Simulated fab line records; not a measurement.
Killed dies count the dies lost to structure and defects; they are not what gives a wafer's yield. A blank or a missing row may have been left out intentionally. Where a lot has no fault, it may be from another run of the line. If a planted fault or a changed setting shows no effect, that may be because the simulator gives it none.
One fault seen from 2 desks / flow n5Finfet / each desk has only its own numbers; what lay behind them comes last

== TOOL OWNER'S DESK, plasmaAsher-01 ==
The tool's own readings at N5_BEOL_M13_STRIP_64 (strips in N2/H2): means of the sampled wafers that have a number, for each lot that ran on this tool. If a lot's mean is further than 4 standard deviations from the usual mean, the lot is out of limits and carries the mark OUT (the distance appears in the brackets).
Columns: A = drypumpMotorCurrentA at N5_BEOL_M13_STRIP_64, usual 5.5 A; B = heaterPowerW at N5_BEOL_M13_STRIP_64, usual 334 W; C = oesProductAu at N5_BEOL_M13_STRIP_64, usual 0.715 a.u.; D = stripTimeToEndpointS at N5_BEOL_M13_STRIP_64, usual 31.33 s
lot=L806; first seen here=day 12 18:31; A=5.9; B=334; C=0.713; D=31.29
lot=L810; first seen here=day 13 15:25; A=5.5; B=307; C=0.715; D=31.42
lot=L809; first seen here=day 13 20:01; A=5.4; B=311; C=0.718; D=31.21
Finding of this desk: none of the 3 lots has anything out of limits.

== METROLOGY DESK ==
What the gauges read for every lot (on any tool): the sampled wafers with a number, averaged. If a lot's mean is further than 4 standard deviations from the usual mean, the lot is out of limits and carries the mark OUT (the distance appears in the brackets).
Columns: A = PASS_OPEN_OVL at N5_PASSIVATION_OVL_MEAS_66, usual 0 nm
lot=L804; first seen here=day 13 14:56; A=-7
lot=L805; first seen here=day 13 21:01; A=1
lot=L806; first seen here=day 14 02:07; A=1
lot=L810; first seen here=day 14 20:04; A=1
lot=L809; first seen here=day 14 21:10; A=-8
lot=L817; first seen here=day 16 02:49; A=6
lot=L815; first seen here=day 16 16:15; A=-2
lot=L819; first seen here=day 17 04:09; A=1
lot=L818; first seen here=day 17 10:47; A=-6
lot=L822; first seen here=day 17 17:11; A=-1
lot=L820; first seen here=day 18 03:16; A=-4
lot=L823; first seen here=day 18 17:41; A=-2
lot=L827; first seen here=day 19 12:20; A=0
Finding of this desk: none of the 13 lots has anything out of limits.

== ALL TOGETHER ==
Nothing out of limits was seen by the tool owner's desk.
Metrology desk: nothing out of limits seen.

== WHAT WAS PUT IN BY THE SIMULATOR ==
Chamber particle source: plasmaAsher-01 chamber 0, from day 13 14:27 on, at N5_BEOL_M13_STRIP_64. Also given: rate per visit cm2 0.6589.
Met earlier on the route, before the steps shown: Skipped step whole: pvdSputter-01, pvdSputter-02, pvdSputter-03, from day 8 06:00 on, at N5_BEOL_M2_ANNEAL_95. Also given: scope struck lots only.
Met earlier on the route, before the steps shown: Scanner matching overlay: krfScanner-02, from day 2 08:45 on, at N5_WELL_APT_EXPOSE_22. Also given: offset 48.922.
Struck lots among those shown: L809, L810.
